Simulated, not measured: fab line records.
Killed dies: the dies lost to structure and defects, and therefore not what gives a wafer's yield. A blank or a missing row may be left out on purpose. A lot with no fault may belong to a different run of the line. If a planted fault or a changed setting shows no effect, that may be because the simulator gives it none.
Which of the tools did it? | flow nandHarc | Sampling: 10 lots, 29 wafers, 4 of 1302 route steps

WHAT EACH GAUGE READ, for each wafer
NHARC_A_CHANNEL_HOLE_D2_CD_MEAS_10: the cd target is 100 nm.
lot  | measured     | on       | cdNm (nm)
L976 | day 14 04:52 | cdSem-03 | 100.2 99.4 100.3
L977 | day 14 16:43 | cdSem-03 | 99.9 100.0 100.0
L981 | day 15 20:37 | cdSem-03 | 100.1 100.3 99.0
L983 | day 16 08:29 | cdSem-01 | 99.1 99.5 99.1
L984 | day 16 23:08 | cdSem-02 | 100.6 100.1 100.8
L985 | day 16 21:13 | cdSem-01 | 100.2 99.8 100.4
L986 | day 18 02:25 | cdSem-01 | 100.0 100.5 100.5
L996 | day 21 21:31 | cdSem-03 | 62.3 101.3
L995 | day 21 19:38 | cdSem-03 | 62.1 101.2 101.1
L998 | day 22 06:53 | cdSem-01 | 100.2 99.8 100.6

WHAT TOOL EACH LOT RAN ON (gives the tool, then ch and the chambers of the sampled wafers, and finally the start)
lot  | NHARC_A_CHANNEL_HOLE_D1_ETCH_33 | NHARC_A_CHANNEL_FILL_D1_ETCHBACK_19 | NHARC_A_CHANNEL_HOLE_D2_PEB_08
L976 | harEtch-01 ch 0,1, day 9 06:04  | rieSi-02 ch 0,1, day 10 08:19       | lithoTrack-04 ch 0, day 14 04:47
L977 | harEtch-02 ch 0, day 9 22:47    | rieSi-02 ch 1,2,3, day 11 01:37     | lithoTrack-06 ch 0, day 14 16:38
L981 | harEtch-01 ch 0,1, day 11 10:50 | rieSi-03 ch 1,2,3, day 12 12:49     | lithoTrack-04 ch 0, day 15 20:32
L983 | harEtch-01 ch 0,1, day 11 22:29 | rieSi-04 ch 0,1,3, day 13 00:50     | lithoTrack-06 ch 0, day 16 08:24
L984 | harEtch-02 ch 0,1, day 12 12:11 | rieSi-04 ch 2,3, day 13 14:18       | lithoTrack-01 ch 0, day 16 23:04
L985 | harEtch-01 ch 0,1, day 12 15:26 | rieSi-03 ch 0,1, day 13 18:11       | lithoTrack-01 ch 0, day 16 21:08
L986 | harEtch-01 ch 0,1, day 13 16:26 | rieSi-04 ch 0,1,2, day 14 18:34     | lithoTrack-04 ch 0, day 18 02:20
L996 | harEtch-01 ch 0,1, day 17 13:01 | rieSi-04 ch 2,3, day 18 14:58       | lithoTrack-01 ch 0, day 21 21:26
L995 | harEtch-02 ch 0,1, day 17 14:00 | rieSi-02 ch 0,3, day 18 19:10       | lithoTrack-01 ch 0, day 21 19:34
L998 | harEtch-02 ch 0, day 17 22:50   | rieSi-03 ch 0,1,3, day 19 00:40     | lithoTrack-04 ch 0, day 22 06:47
- NHARC_A_CHANNEL_HOLE_D1_ETCH_33: etches the open film in C4F8/O2/Ar, time 90 s, target depth 400 nm.
- NHARC_A_CHANNEL_FILL_D1_ETCHBACK_19: etches the open film in HBr/Cl2, target depth 5 nm, time 1.7 s.
- NHARC_A_CHANNEL_HOLE_D2_PEB_08: peb time 65 s.

THE ANSWER, worked out from the rows above alone
Rule: the usual values come from the lots themselves. Put in order of their means at a reading, lots are off if they are a third of the lots or fewer, leave a main group of 4 or more, and stand apart from it by a gap of 3 or more times the standard deviation of the main group's means; of several such gaps the widest counts. If all means in a main group match to the digits the tables above print for the reading, that group is not used. Also off: a lot with no number at a reading for which 4 or more lots have one. Where the step has rows for the other lots, those lots are counted as sound.
Off: L996, L995 (NHARC_A_CHANNEL_HOLE_D2_CD_MEAS_10, cdNm). Main group: mean 100.0 nm, sd 0.36.
If a tool, at a process step before that reading, ran all the lots that are off and no sound lot after the first of them, it fits. The gauges at NHARC_A_CHANNEL_HOLE_D2_CD_MEAS_10 are tried like those tools. This does not decide it: 2 tools fit, namely lithoTrack-01 at NHARC_A_CHANNEL_HOLE_D2_PEB_08 and cdSem-03 at NHARC_A_CHANNEL_HOLE_D2_CD_MEAS_10.

WHAT HAD BEEN PUT IN BY THE SIMULATOR
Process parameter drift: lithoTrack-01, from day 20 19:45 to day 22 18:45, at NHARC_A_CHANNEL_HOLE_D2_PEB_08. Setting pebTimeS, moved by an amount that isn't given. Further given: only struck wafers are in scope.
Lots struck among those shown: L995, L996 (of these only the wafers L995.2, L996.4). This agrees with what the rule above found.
